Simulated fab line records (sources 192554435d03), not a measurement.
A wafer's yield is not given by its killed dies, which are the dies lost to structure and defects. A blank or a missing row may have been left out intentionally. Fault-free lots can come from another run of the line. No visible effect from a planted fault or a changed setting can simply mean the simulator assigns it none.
Struck lot and sound lot, side by side | flow n5-finfet | 17 out of 1938 route steps
Sound: these wafers, L927.1, L927.5, L927.6. Struck: wafer L934.6 (L934.2, L934.5, from the same lot, were not struck and are left out); the cause is given at the end.
At each step with rows: each side's tool, then ch and its chambers, then its first start. Under that, the readings that differ: sound wafers | struck wafers | difference of the means | sigmas: that difference in standard deviations of wafers without a fault.
alike: a reading whose means differ by less than 2 such deviations, as well as words and numbers matching on both sides. not compared: withheld readings; readings where some wafer has no value; bounds like >300 that might hide an equal value; numbers whose values overlap and for which the record gives no deviation.
Wherever a step has rows on one side only, a row that says differs or no value, or a row with sigmas, the two part there. Numbers that don't overlap but have no deviation are shown without sigmas and don't part them. A reading that every wafer of one side lacks parts them only if that side has two wafers or more.

N5_HKMG_FIN_PWFM_ALD_03: deposits TiN, target thk 2 nm, pulse time 1 s, purge time 3 s.
  sound on ald-metal-01 ch 0,3, day 6 09:16; struck on ald-metal-01 ch 2, day 8 02:44
  reading                    | sound             | struck | difference | sigmas
  precursor-pulse-height-rel | 1.012 0.996 0.968 | 0.954  | -0.038     | -2
  alike: heater-power-w
then, 8 steps without rows for these wafers: N5_HKMG_FIN_COAT_29 (time 60 s, resist thk 300 nm); N5_HKMG_FIN_COAT_30 (time 60 s, resist thk 35 nm); N5_HKMG_FIN_COAT_06 (resist thk 90 nm); N5_HKMG_FIN_EBR_08; N5_HKMG_FIN_SOFTBAKE_07 (time 60 s); N5_HKMG_FIN_EXPOSE_09 (exposes mask NWFM); N5_HKMG_FIN_PEB_10 (peb time 60 s); N5_HKMG_FIN_DEVELOP_11 (develop time 30 s).
N5_HKMG_FIN_CD_MEAS_12: target cd 92.8 nm.
  sound on cd-sem-01 ch 0, day 6 10:07; struck on cd-sem-02 ch 0, day 8 03:26
  alike: cd-nm
N5_HKMG_FIN_OVL_MEAS_13:
  sound on overlay-01 ch 0, day 6 10:08; struck on overlay-02 ch 0, day 8 03:28
  alike: NWFM_OVL
N5_HKMG_FIN_INSPECT_14: inspects for defects (macro).
  sound on defect-inspect-02, day 6 10:10; struck on defect-inspect-02, day 8 03:30
  alike: raw-defect-count
N5_HKMG_FIN_DESCUM_17: chemistry O2, time 7.9 s.
  sound on rie-diel-06 ch 2,3, day 6 10:11; struck on rie-diel-06 ch 1, day 8 03:50
  reading                                       | sound          | struck | difference | sigmas
  model.CAR-ArF_of_HKMG_FIN_COAT_06.thk-nm (nm) | 83.2 83.4 83.8 | 82.6   | -0.9       |
  alike: drypump-motor-current-A, oes-product-au, rf-vpp-V, showerhead-plenum-p-Torr, throttle-valve-pct
  not compared: rf-hours-counter-h
N5_HKMG_FIN_ETCH_31: etches SiARC in CF4, target depth 45.5 nm, time 75.8 s.
  sound on rie-diel-06 ch 2,3, day 6 10:14; struck on rie-diel-06 ch 1, day 8 03:52
  reading                                       | sound          | struck | difference | sigmas
  model.CAR-ArF_of_HKMG_FIN_COAT_06.thk-nm (nm) | 50.6 50.8 51.2 | 50.2   | -0.7       |
  alike: drypump-motor-current-A, etch-rf-on-time-s, oes-product-au, rf-vpp-V, showerhead-plenum-p-Torr, throttle-valve-pct
  not compared: rf-hours-counter-h
N5_HKMG_FIN_ETCH_32: etches SOC in N2/H2, target depth 240 nm, time 300 s.
  sound on rie-diel-06 ch 2,3, day 6 10:17; struck on rie-diel-06 ch 1, day 8 03:55
  alike: drypump-motor-current-A, oes-product-au, rf-vpp-V, showerhead-plenum-p-Torr, throttle-valve-pct
  not compared: rf-hours-counter-h
-- here the record skips 4 days between the struck wafers' starts before and after, leaving off in module HKMG_FIN and picking up in module BEOL_M4 (first step shown: number 1111 of the route) --
N5_BEOL_M4_RC_MEAS_101:
  sound on prober-02 ch 0, day 10 02:06; struck on prober-01 ch 0, day 11 22:40
  alike: DIBL_N, DIBL_P, IOFF_N, IOFF_P, ION_N, ION_P, SS_N, SS_P, VT_N, VT_P
-- the record jumps here: 5 days lie between the struck wafers' starts before and after (it left off in module BEOL_M4 and takes up again in module PASSIVATION, whose first step shown is number 1936 of the route) --
N5_PASSIVATION_PROBE_49:
  sound on prober-01, day 14 10:01; struck on prober-02, day 16 16:32
  reading               | sound       | struck | difference | sigmas
  killed_at_M4_up       | 8 14 15     | 30     | +18        | +3
  killed-open           | 49 60 75    | 95     | +34        | +3
  sort_bin_6_memory (%) | 2.6 4.2 2.8 | 5.0    | +1.8       | +3
  alike: defect-limited-yield, killed_at_M0_to_M3, killed-at-contacts, killed-at-front-end, killed-at-other, killed-dies, killed-short, sort_bin_5_function, sort_bin_8_speed, sort-n-pass, sort-yield-pct

WHERE THEY PART
Last at N5_PASSIVATION_PROBE_49 as far as this record goes, first at N5_HKMG_FIN_PWFM_ALD_03.

WHY: the cause the simulator had injected
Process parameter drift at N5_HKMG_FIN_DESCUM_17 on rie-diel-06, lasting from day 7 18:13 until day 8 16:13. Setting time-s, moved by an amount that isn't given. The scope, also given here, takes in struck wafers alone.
